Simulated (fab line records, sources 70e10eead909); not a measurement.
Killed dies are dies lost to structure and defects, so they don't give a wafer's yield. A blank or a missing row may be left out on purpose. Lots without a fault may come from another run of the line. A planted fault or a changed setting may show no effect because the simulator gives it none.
fab line records | flow nand_harc
record lots=6 wafers=18 last_day=34
route steps=1302 shown A_BLC@1125 A_M0@1137
lots that met no fault: from a run of the same line without faults
start_h: hours from the record's first day to the start of the lot's first wafer shown | wait_h: hours since the lot's step before | " the same as in the row above | L1.1+2: a row that stands for several wafers | - no value, or no start given | * or withheld: withheld | < > ~ a bound
route shown NAME@n: a module of which the file shows steps, and the number in the route of the first | usual: mean/standard deviation of fault-free wafers | same: alike in all rows | chamber/n: place in a boat | sites: the reading at each site | _std_site: their standard deviation | _edge_site: outer sites' mean less inner sites' | radius_mm: how far each site lies from the wafer's centre | mask NAME#n: copy n | behind: the tool/chamber that last shaped the wafer | hold: why the lot was held/for how many hours/how that ended | device: the transistor (n, p or np) that didn't switch | end of line: the same wafers' tests at the end of the route | a step without rows: its recipe alone | killed: dies lost to structure and defects at the first sort, not the wafer's yield | map: a wafer's dies, x killed, . not, _ none there
set.NAME: the setting as run; set.NAME@STEP: as run at that earlier step | model.NAME: the simulator's own value behind a step, which no gauge read
lots at some steps of the route; a table a step, a row a wafer
services: from which hour (start_h, from the record's first day; less than 0 if before it) a tool's chamber was out of use, for how many hours, and why
## steps
# step NHARC_A_BLC_STRIP_29
# recipe cf4_flow_sccm=150 ar_flow_sccm=0 bias_w=0 chemistry=CF4
# usual chamber_pressure_mTorr=50.00/0.044 drypump_motor_current_A=5.5/0.41 mfc_ar_sccm=0.008/0.0099 oes_product_au=1.000/0.0087 rf_vpp_V=59.6/0.91 showerhead_plenum_p_Torr=1.77/0.059 throttle_valve_pct=13.284/0.009
# columns lot.wafer tool chamber start_h wait_h chamber_pressure_mTorr drypump_motor_current_A mfc_ar_sccm oes_product_au rf_hours_counter_h rf_vpp_V showerhead_plenum_p_Torr throttle_valve_pct
L647.1 rie_diel-03 3 579.91 0.1 49.98 5.5 0 1.022 9 60.6 1.71 13.289
L647.3 " 1 " " 50.02 6.1 0.001 1.011 7 60.0 1.87 13.287
L647.2 " 2 " " 50.04 5.2 0.002 1.007 9 59.6 1.74 13.289
L654.4 rie_diel-03 3 646.56 0.1 50.02 5.4 0 1.001 0 59.0 1.71 13.284
L654.1 " 2 " " 50.04 5.2 0.002 0.988 0 59.5 1.74 13.300
L654.6 " 3 " " 50.05 5.4 0 1.003 - 59.8 1.71 13.291
L655.1 rie_diel-03 3 649.11 0.1 49.98 5.4 0 1.000 0 60.6 1.71 13.286
L655.6 " 2 " " 49.97 5.2 0.002 0.995 - 60.5 1.73 13.289
L655.5 " 3 " " 49.93 5.4 0 1.004 - 59.6 1.71 13.282
L657.3 rie_diel-07 2 660.28 0.1 49.98 5.1 0.005 0.997 0 59.7 1.73 13.293
L657.5 " 3 " " 50.03 5.4 0.002 0.988 - 59.7 1.84 13.298
L657.6 " 0 " " 50.06 5.3 0.014 1.011 - 60.3 1.74 13.270
L663.2 rie_diel-07 1 729.57 0.1 50.05 5.8 0.031 1.005 5 58.1 1.79 13.289
L663.3 " 0 " " 50.04 5.3 0.014 1.020 5 59.6 1.74 13.286
L663.6 " 1 " " 50.02 5.8 0.031 0.994 - 60.2 1.79 13.286
L665.3 rie_diel-07 3 742.87 0.1 49.98 5.5 0.002 0.984 5 59.6 1.84 13.287
L665.2 " 2 " " 49.99 5.1 0.005 0.991 6 61.6 1.73 13.270
L665.6 " 0 " " 50.02 5.3 0.014 1.010 - 59.3 1.74 13.284
# step NHARC_A_BLC_STRIP_21
# recipe o2_flow_sccm=500 ar_flow_sccm=0 bias_w=0 chemistry=O2
# usual chamber_pressure_mTorr=59.99/0.057 drypump_motor_current_A=5.6/0.42 mfc_ar_sccm=0.007/0.0094 oes_product_au=1.001/0.0085 rf_vpp_V=57.8/0.89 showerhead_plenum_p_Torr=3.53/0.12 throttle_valve_pct=17.036/0.0089
# columns lot.wafer tool chamber start_h wait_h chamber_pressure_mTorr drypump_motor_current_A mfc_ar_sccm oes_product_au rf_hours_counter_h rf_vpp_V showerhead_plenum_p_Torr throttle_valve_pct
L647.3 rie_diel-03 2 580.03 0.1 59.99 5.3 0.002 1.004 9 56.8 3.46 17.041
L647.1 " 3 " " 59.91 5.5 0 1.008 9 56.2 3.41 17.034
L647.2 " 1 " " 59.87 6.1 0.001 1.010 7 59.9 3.74 17.026
L654.1 rie_diel-03 1 646.68 0.1 59.99 6.2 0.001 1.003 0 58.9 3.74 17.037
L654.4 " 3 " " 60.04 5.4 0 0.996 0 58.1 3.40 17.027
L654.6 " 1 " " 60.07 6.1 0.001 1.002 - 56.8 3.74 17.039
L655.1 rie_diel-03 0 649.21 0.1 60.02 6.3 0 1.002 0 58.5 3.33 17.039
L655.5 " 0 " " 59.90 6.4 0 1.011 - 56.7 3.33 17.041
L655.6 " 1 " " 60.00 6.2 0.001 1.011 - 58.4 3.74 17.056
L657.3 rie_diel-07 2 660.42 0.1 59.89 5.1 0.005 1.006 0 59.1 3.45 17.033
L657.5 " 0 " " 60.01 5.3 0.014 1.008 - 58.2 3.48 17.041
L657.6 " 3 " " 60.07 5.4 0.002 0.989 - 57.6 3.67 17.039
L663.2 rie_diel-07 3 729.68 0.1 60.00 5.5 0.002 0.996 5 57.8 3.66 17.040
L663.3 " 1 " " 59.99 5.8 0.031 1.000 5 57.0 3.57 17.024
L663.6 " 3 " " 60.01 5.5 0.002 1.002 - 57.3 3.66 17.016
L665.3 rie_diel-07 3 742.97 0.1 60.07 5.5 0.002 0.993 5 59.0 3.66 17.036
L665.2 " 0 " " 60.00 5.3 0.014 1.002 6 58.0 3.47 17.044
L665.6 " 3 " " 60.01 5.5 0.002 0.989 - 59.1 3.66 17.035
# step NHARC_A_BLC_STRIP_22
# recipe time_s=600 temp_c=30 chemistry=post_etch_residue_remover
# step NHARC_A_BLC_DEGAS_30
# recipe temp_c=300 time_s=60
# step NHARC_A_BLC_PRE_CLEAN_31
# recipe time_s=15 bias_v=250 gas=Ar
# step NHARC_A_BLC_PVD_32
# recipe target_thk_a=50 chamber_pressure_pa=5 power_w=5000 substrate_temp_c=200 time_s=17.7 material=Ti
# usual throttle_valve_pct=30.0/1.3
# columns lot.wafer tool chamber start_h wait_h throttle_valve_pct
L647.2 pvd_sputter-02 - - - 29.1
L647.3 " - " " 31.7
L647.1 " - " " 27.3
L654.4 pvd_sputter-03 - - - 30.0
L654.1 " - " " 29.2
L654.6 " - " " 29.8
L655.1 pvd_sputter-02 - - - 29.6
L655.5 " - " " 31.7
L655.6 " - " " 27.4
L657.3 pvd_sputter-02 - - - 32.1
L657.5 " - " " 27.5
L657.6 " - " " 29.9
L663.3 pvd_sputter-01 - - - 31.6
L663.2 " - " " 29.1
L663.6 " - " " 31.2
L665.3 pvd_sputter-03 - - - 31.6
L665.2 " - " " 28.8
L665.6 " - " " 30.3
# step NHARC_A_BLC_ALD_23
# recipe target_thk_a=30 pulse_time_s=1 ald_cycles=150 temp_c=450 material=TiN
# usual heater_power_outer_w=678/46 heater_power_w=1032/67 precursor_pulse_height_rel=0.999/0.022
# columns lot.wafer tool chamber start_h wait_h heater_power_outer_w heater_power_w precursor_pulse_height_rel
L647.2 ald_metal-02 1 580.71 - 672 1009 0.972
L647.3 " 3 " " 590 899 1.016
L647.1 " 0 " " 714 1097 0.968
L654.4 ald_metal-04 0 647.33 - 692 1007 1.017
L654.1 " 3 " " 735 1070 0.975
L654.6 " 0 " " 671 1009 1.024
L655.1 ald_metal-03 1 649.91 - 673 1008 0.973
L655.5 " 3 " " 697 995 0.986
L655.6 " 0 " " 601 894 0.985
L657.3 ald_metal-03 2 661.12 - 685 1111 1.020
L657.6 " 0 " " 610 891 1.004
L657.5 " 1 " " 687 1056 0.973
L663.2 ald_metal-04 3 730.34 - 743 1103 0.998
L663.3 " 2 " " 637 1058 1.049
L663.6 " 3 " " 736 1081 1.025
L665.2 ald_metal-04 2 743.66 - 634 1027 0.970
L665.3 " 0 " " 714 1061 1.025
L665.6 " 1 " " 688 1052 0.981
# step NHARC_A_BLC_CVD_24
# recipe target_thk_a=1500 temp_c=300 pressure_torr=40 wf6_flow_sccm=40 h2_flow_sccm=1600 ar_flow_sccm=1560 time_s=434 material=W
# step NHARC_A_BLC_CMP_25
# recipe t_overpolish_s=30 target_thk_nm=150
# usual motor_current_A=11.9/0.82 overpolish_run_s=30.001/0.0096 time_to_endpoint_s=30.0/2.3
# columns lot.wafer tool chamber start_h wait_h motor_current_A overpolish_run_s time_to_endpoint_s
L647.1 cmp-02 3 581.50 0.5 13.1 30.016 28.1
L647.2 " 0 " " 11.6 29.993 28.2
L647.3 " 1 " " 11.3 30.005 29.1
L654.4 cmp-02 2 648.05 0.3 12.2 29.998 28.6
L654.1 " 3 " " 13.1 29.993 32.3
L654.6 " 2 " " 13.2 30.006 29.2
L655.1 cmp-03 2 650.65 0.5 10.4 29.994 26.5
L655.5 " 1 " " 12.9 30.023 31.2
L655.6 " 2 " " 10.7 30.013 29.4
L657.3 cmp-02 2 661.91 0.4 11.8 30.001 27.7
L657.6 " 3 " " 12.6 30.003 28.3
L657.5 " 0 " " 11.2 29.993 29.3
L663.2 cmp-03 1 731.07 0.4 13.0 30.006 33.4
L663.3 " 3 " " 13.5 30.004 28.7
L663.6 " 1 " " 12.0 29.998 31.7
L665.3 cmp-02 0 744.39 0.3 11.3 30.015 28.4
L665.2 " 1 " " 11.8 30.013 27.2
L665.6 " 3 " " 12.4 29.992 25.6
# step NHARC_A_BLC_SRD_27
# step NHARC_A_BLC_INSPECT_28
# usual raw_defect_count=504/120
# columns lot.wafer tool chamber start_h wait_h raw_defect_count
L647.1 defect_inspect-02 - 581.88 0.1 440
L647.2 " - " " 540
L647.3 " - " " 463
L654.1 defect_inspect-01 - 648.45 0.1 462
L654.4 " - " " 417
L654.6 " - " " 741
L655.1 defect_inspect-02 - 651.02 0.1 514
L655.5 " - " " 539
L655.6 " - " " 709
L657.3 defect_inspect-02 - 662.24 0.1 432
L657.5 " - " " 470
L657.6 " - " " 416
L663.2 defect_inspect-02 - 731.47 0.1 379
L663.3 " - " " 550
L663.6 " - " " 445
L665.2 defect_inspect-02 - 744.77 0.1 427
L665.3 " - " " 393
L665.6 " - " " 629
# step NHARC_A_M0_DEP_00
# recipe target_thk_a=1500 target_thk_nm=150 temp_c=withheld pressure_torr=5 flow_sccm=200 rf_w=600 material=SiOC
# usual chamber_pressure_Torr=4.998/0.011 rf_fwd_power_W=598.3/2.1
# columns lot.wafer tool chamber start_h wait_h chamber_pressure_Torr rf_fwd_power_W
L647.3 pecvd-03 0 581.95 0.1 5.023 597.2
L647.2 " 1 " " 5.014 600.5
L647.1 " 2 " " 4.992 597.8
L654.1 pecvd-01 0 648.61 0.2 4.999 597.0
L654.6 " 1 " " 4.987 594.7
L654.4 " 2 " " 4.977 596.5
L655.1 pecvd-04 1 651.09 0.1 - -
L655.6 " 1 " " - -
L655.5 " 0 " " - -
L657.3 pecvd-01 0 662.36 0.1 - -
L657.6 " 2 " " - -
L657.5 " 1 " " - -
L663.2 pecvd-01 1 731.58 0.1 5.001 595.4
L663.3 " 2 " " 5.013 597.3
L663.6 " 1 " " 4.999 596.1
L665.2 pecvd-03 1 744.84 0.1 5.015 598.2
L665.3 " 0 " " 4.992 594.3
L665.6 " 2 " " 4.990 599.8
# step NHARC_A_M0_DEHYDRATE_01
# recipe temp_c=150 time_s=120
## services
# columns tool chamber start_h hours kind
rie_diel-03 1 557.67 12.7 repair
ald_metal-03 - 568.00 10.0 pm
pecvd-03 2 585.82 4.0 repair
cmp-02 - 588.94 1.4 repair
ald_metal-03 - 592.36 2.1 repair
pecvd-03 0 603.76 3.6 repair
rie_diel-03 3 608.23 2.0 repair
cmp-02 - 624.59 4.0 pm
rie_diel-07 1 632.49 1.6 repair
rie_diel-03 - 635.34 9.0 pm
pvd_sputter-02 - 638.08 10.0 pm
pecvd-01 - 647.51 0.3 repair
rie_diel-07 - 648.48 9.0 pm
ald_metal-04 - 652.14 10.0 pm
rie_diel-07 - 666.42 0.2 repair
pecvd-01 - 673.00 13.0 pm
pvd_sputter-02 - 678.60 5.5 repair
cmp-02 - 681.33 1.7 repair
rie_diel-07 1 702.04 1.9 repair
cmp-02 - 711.76 4.5 repair
rie_diel-03 0 721.44 2.9 repair
cmp-02 - 722.59 4.0 pm
rie_diel-07 1 736.30 6.2 repair
pvd_sputter-02 - 741.35 0.8 repair
## key
first_sign step=NHARC_A_M0_DEP_00 reading=tool_record direction=missing
effect none on later readings
met_at NHARC_A_M0_DEP_00
struck_wafers L655.1,L655.5,L655.6,L657.3,L657.5,L657.6
later_rows_left_out L655.1,L655.5,L655.6,L657.3,L657.5,L657.6
sort_left_out L655.1,L655.5,L655.6,L657.3,L657.5,L657.6
onset_between 648.61 651.09
fault kind=skipped_step_whole tool=pecvd-01,pecvd-04 chamber=- onset_h=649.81 steps=NHARC_A_M0_DEP_00 scope=struck_lots_only
# sort_left_out: the simulated sort isn't trusted on such a fault, so these wafers' sort isn't shown, and their yield isn't known
# later_rows_left_out: the simulator's readings of these wafers behind a module that went badly wrong aren't trusted and aren't shown, but for the sort
